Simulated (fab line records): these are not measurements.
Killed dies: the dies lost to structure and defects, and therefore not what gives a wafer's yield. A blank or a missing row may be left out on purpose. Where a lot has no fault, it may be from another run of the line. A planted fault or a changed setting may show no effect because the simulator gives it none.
Matching of chambers | flow n5-finfet | 4 sister chambers for N5_FIN_SAQP_STRIP_55 on rie-diel-03
The step strips in N2/H2. 24 wafers are shown with their chamber, then 12 later ones without.

== WAFERS WITH THEIR CHAMBER ==
wafer  | chamber | drypump-motor-current-A (A) | showerhead-plenum-p-Torr (Torr) | throttle-valve-pct (%)
L076.1 | 2       | 5.0                         | 3.45                            | 19.6
L076.3 | 0       | 5.2                         | 3.44                            | 18.8
L076.6 | 0       | 5.2                         | 3.44                            | 18.8
L077.1 | 3       | 5.9                         | 3.25                            | 18.4
L077.2 | 1       | 5.5                         | 3.50                            | 19.0
L077.3 | 0       | 5.2                         | 3.44                            | 18.8
L077.4 | 2       | 5.0                         | 3.45                            | 19.6
L077.5 | 0       | 5.2                         | 3.44                            | 18.8
L077.6 | 1       | 5.5                         | 3.50                            | 19.0
L080.2 | 2       | 5.0                         | 3.44                            | 19.6
L080.4 | 1       | 5.5                         | 3.50                            | 19.0
L080.5 | 3       | 6.0                         | 3.25                            | 18.4
L082.1 | 3       | 6.0                         | 3.25                            | 18.4
L082.2 | 1       | 5.5                         | 3.49                            | 19.0
L082.3 | 2       | 5.0                         | 3.44                            | 19.7
L082.4 | 2       | 5.0                         | 3.44                            | 19.7
L082.5 | 1       | 5.5                         | 3.49                            | 19.0
L082.6 | 3       | 6.0                         | 3.25                            | 18.4
L085.1 | 1       | 5.5                         | 3.49                            | 19.0
L085.2 | 3       | 5.9                         | 3.24                            | 18.4
L085.3 | 0       | 5.2                         | 3.43                            | 18.5
L085.4 | 2       | 5.0                         | 3.43                            | 19.7
L085.5 | 2       | 5.0                         | 3.43                            | 19.7
L085.6 | 3       | 5.9                         | 3.24                            | 18.4

SIGNATURES, as means of the wafers listed above
reading                  | chamber 0 | chamber 1 | chamber 2 | chamber 3 | scatter within a chamber
drypump-motor-current-A  | 5.200     | 5.500     | 5.000     | 5.950     | 0.0274
showerhead-plenum-p-Torr | 3.4380    | 3.4950    | 3.4400    | 3.2467    | 0.00618
throttle-valve-pct       | 18.740    | 19.000    | 19.657    | 18.400    | 0.0668
Rule: distance of a wafer from a chamber = root of the sum over the readings of ((wafer's reading minus chamber's mean) / reading's scatter) squared. The wafer belongs to the nearest chamber; if the next one is less than 2 further off, it can't be placed. How the scatter is found: for the shown wafers, subtract from each reading the mean of its chamber, square and add these, divide the total by (wafers less chambers), then take the root.

== WAFERS MISSING THEIR CHAMBER ==
wafer  | drypump-motor-current-A (A) | showerhead-plenum-p-Torr (Torr) | throttle-valve-pct (%)
L087.2 | 5.5                         | 3.49                            | 19.0
L087.3 | 5.0                         | 3.43                            | 19.7
L087.5 | 6.0                         | 3.24                            | 18.4
L093.3 | 5.0                         | 3.42                            | 19.7
L093.4 | 5.5                         | 3.48                            | 19.1
L093.6 | 5.0                         | 3.42                            | 19.7
L094.1 | 5.0                         | 3.42                            | 19.7
L094.5 | 5.0                         | 3.42                            | 19.7
L094.6 | 5.5                         | 3.48                            | 19.0
L097.1 | 5.2                         | 3.42                            | 18.5
L097.2 | 5.5                         | 3.48                            | 19.1
L097.3 | 6.0                         | 3.23                            | 18.4

== CHAMBER TAKEN BY EACH ==
wafer  | from the rows above | in truth
L087.2 | 1                   | 1
L087.3 | 2                   | 2
L087.5 | 3                   | 3
L093.3 | 2                   | 2
L093.4 | 1                   | 1
L093.6 | 2                   | 2
L094.1 | 2                   | 2
L094.5 | 2                   | 2
L094.6 | 1                   | 1
L097.1 | 0                   | 0
L097.2 | 1                   | 1
L097.3 | 3                   | 3
Correct placement for 12 of the 12. Not placeable from these rows: 0. Number placed wrongly: 0.
